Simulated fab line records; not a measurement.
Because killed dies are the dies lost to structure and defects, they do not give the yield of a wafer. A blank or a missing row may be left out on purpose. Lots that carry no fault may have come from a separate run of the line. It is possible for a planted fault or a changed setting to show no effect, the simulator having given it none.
A struck lot beside a sound one / flow n5Finfet / 20 steps out of a route of 1938
Sound: these wafers, L261.4, L261.5, L261.6. The struck wafers were L248.2, L248.4, L248.5. Last of all comes the cause.
Per side, at each step with rows, come the tool, then ch with its chambers, and then its first start. Under that, the readings that differ: sound wafers / struck wafers / difference of the means / sigmas: that difference in standard deviations of wafers without a fault.
alike: words and numbers the same on both sides, and readings whose means are apart by under 2 such deviations; not compared: readings that were withheld, readings missing a value for some wafer, numbers with overlapping values and no deviation given by the record, and bounds like >300 which may hide the same value.
Wherever a step has rows on one side only, a row that says differs or no value, or a row with sigmas, the two part there. When numbers do not overlap yet have no deviation, they are printed without sigmas and do not part them. Lack of a reading on every wafer of one side parts them only where that side has two or more wafers.

first, 1 step without rows for these wafers: N5_ZERO_LAYER_HARDBAKE_23 (time 120 s).
N5_ZERO_LAYER_CD_MEAS_11 targets a cd of 2000 nm.
  sound on cdSem-01 ch 0, day 6 00:39; struck on cdSem-01 ch 0, day 2 18:48
  alike: cdNm
N5_ZERO_LAYER_DESCUM_16: chemistry O2, time 7.9 s.
  sound on rieDiel-04 ch 1,2, day 6 01:04; struck on rieDiel-01 ch 1,2,3, day 2 19:17
reading=rfVppV (V); sound=242.5 245.1 245.1; struck=241.4 241.4 242.1; difference=-2.6; sigmas=-2
  alike: drypumpMotorCurrentA, oesProductAu, showerheadPlenumPTorr, throttleValvePct
  not compared: rfHoursCounterH
N5_ZERO_LAYER_ETCH_17: etches SiO2 in CF4, target depth 12 nm, time 13.3 s.
  sound on rieDiel-04 ch 1,2, day 6 01:06; struck on rieDiel-01 ch 1,2,3, day 2 19:20
  alike: drypumpMotorCurrentA, oesProductAu, rfVppV, showerheadPlenumPTorr, throttleValvePct
  not compared: rfHoursCounterH
N5_ZERO_LAYER_ETCH_18: etches Si in HBr/Cl2, target depth 120 nm, time 40 s.
  sound on rieSi-04 ch 0,2,3, day 6 01:11; struck on rieSi-05 ch 0,1, day 2 19:25
  alike: drypumpMotorCurrentA, oesProductAu, throttleValvePct
  not compared: rfHoursCounterH
N5_ZERO_LAYER_STRIP_24: strips in O2.
  sound on plasmaAsher-01 ch 0,1, day 6 01:18; struck on plasmaAsher-02 ch 1, day 2 19:31
  alike: drypumpMotorCurrentA, heaterPowerW, oesProductAu, stripTimeToEndpointS
  not compared: rfHoursCounterH
then, 1 step without rows for these wafers: N5_ZERO_LAYER_STRIP_19 (strips in SPM, time 900 s).
N5_ZERO_LAYER_INSPECT_20: inspects for defects (darkfield).
  sound on defectInspect-02, day 6 01:38; struck on defectInspect-01, day 2 19:53
  alike: rawDefectCount
then, 4 steps without rows for these wafers: N5_WELL_APT_HMDS_01 (time 60 s); N5_WELL_APT_COAT_02 (resist thk 950 nm); N5_WELL_APT_EBR_04; N5_WELL_APT_SOFTBAKE_03 (time 60 s).
N5_WELL_APT_EXPOSE_05: exposes mask NWELL, defocus 0 nm, target cd 200 nm.
  sound on krfScanner-01 ch 0, day 6 01:55; struck on krfScanner-02, day 2 20:08
  no value came back on the struck wafers for exposureDoseMJCm2, focusOffsetNm (nm); on the sound wafers exposureDoseMJCm2 reads 20.277 20.304 20.275
  alike: mask
then, 3 steps without rows for these wafers: N5_WELL_APT_PEB_06 (peb time 90 s); N5_WELL_APT_DEVELOP_07 (develop time 45 s); N5_WELL_APT_HARDBAKE_12 (time 120 s).
N5_WELL_APT_CD_MEAS_08 targets a cd of 200 nm.
  sound on cdSem-01 ch 0, day 6 02:04; struck on cdSem-02 ch 0, day 2 20:19
reading=cdNm (nm); sound=199.3 199.8 197.4; struck=- - -; difference=no value on the struck wafers; sigmas=
N5_WELL_APT_OVL_MEAS_09:
  sound on overlay-02 ch 0, day 6 02:06; struck on overlay-01 ch 0, day 2 20:20
reading=NWELL_OVL (nm); sound=-4 -4 1; struck=- - -; difference=no value on the struck wafers; sigmas=
N5_BEOL_M4_RC_MEAS_101:
  the record has rows for the sound wafers here (prober-01 ch 0, day 12 08:28) and none for the struck ones
N5_PASSIVATION_PROBE_49:
  sound wafers here have rows in the record (prober-01, day 17 17:03); struck ones have none

== WHERE THEY PART ==
At N5_ZERO_LAYER_DESCUM_16 first; at N5_PASSIVATION_PROBE_49 last (within this record only).

WHY: whatever the simulator had introduced
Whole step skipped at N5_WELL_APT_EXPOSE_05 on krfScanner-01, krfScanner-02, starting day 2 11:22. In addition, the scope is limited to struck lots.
